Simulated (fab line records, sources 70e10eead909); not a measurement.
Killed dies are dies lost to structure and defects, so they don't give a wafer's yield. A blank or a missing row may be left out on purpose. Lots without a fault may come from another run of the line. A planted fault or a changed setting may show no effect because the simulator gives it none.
Chamber matching | flow nand_harc | NHARC_A_DECK1_JOINT_DEP_16 on pecvd-04: 3 sister chambers
The step deposits SiO2, target thk 45 nm. 16 wafers are shown with their chamber, then 8 later ones without.

WAFERS WITH THEIR CHAMBER
wafer  | chamber | showerhead_vpp_V (V) | heater_power_w (W) | throttle_valve_pct (%)
L076.1 | 0       | 1764                 | 636                | 15.9
L076.2 | 1       | 1803                 | 526                | 15.9
L076.3 | 2       | 1928                 | 562                | 15.5
L084.1 | 2       | 1966                 | 430                | 15.9
L084.4 | 0       | 1755                 | 681                | 15.8
L084.5 | 2       | 1934                 | 457                | 15.7
L085.2 | 1       | 1794                 | 456                | 15.9
L085.5 | 2       | 1937                 | 507                | 15.8
L085.6 | 1       | 1825                 | 464                | 16.1
L088.3 | 1       | 1811                 | 511                | 16.3
L088.4 | 0       | 1791                 | 608                | 16.2
L088.6 | 2       | 1936                 | 546                | 15.6
L091.1 | 2       | 1919                 | 557                | 15.9
L091.3 | 0       | 1771                 | 620                | 15.9
L091.4 | 0       | 1753                 | 602                | 16.3
L095.1 | 0       | 1766                 | 658                | 16.0

SIGNATURES (means of the wafers above)
reading            | chamber 0 | chamber 1 | chamber 2 | scatter within a chamber
showerhead_vpp_V   | 1766.67   | 1808.25   | 1936.67   | 14.5
heater_power_w     | 634.17    | 489.25    | 509.83    | 42.7
throttle_valve_pct | 16.017    | 16.050    | 15.733    | 0.182
Rule: a wafer's distance from a chamber is the root of the sum, over the readings, of the square of ((its reading less the chamber's mean) divided by the reading's scatter). The wafer belongs to the nearest chamber; if the next one is less than 2 further off, it can't be placed. The scatter: the root of (the sum of the squares of (reading less its chamber's mean) over the shown wafers, divided by (wafers less chambers)).

WAFERS WITHOUT THEIR CHAMBER
wafer  | showerhead_vpp_V (V) | heater_power_w (W) | throttle_valve_pct (%)
L095.4 | 1827                 | 434                | 15.4
L095.5 | 1766                 | 506                | 16.0
L094.2 | 1831                 | 430                | 15.5
L094.5 | 1953                 | 436                | 15.6
L094.6 | 1765                 | 603                | 15.9
L096.1 | 1812                 | 482                | 15.4
L096.5 | 1969                 | 485                | 15.3
L096.6 | 1767                 | 635                | 15.4

WHICH CHAMBER EACH WENT THROUGH
wafer  | from the rows above     | in truth
L095.4 | 1                       | 1
L095.5 | can't be placed: 1 or 0 | 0
L094.2 | 1                       | 1
L094.5 | 2                       | 2
L094.6 | 0                       | 0
L096.1 | 1                       | 1
L096.5 | 2                       | 2
L096.6 | 0                       | 0
Placed correctly: 7 of 8. Can't be placed from these rows: 1 (the true chamber is among the candidates in 1). Placed wrongly: 0.
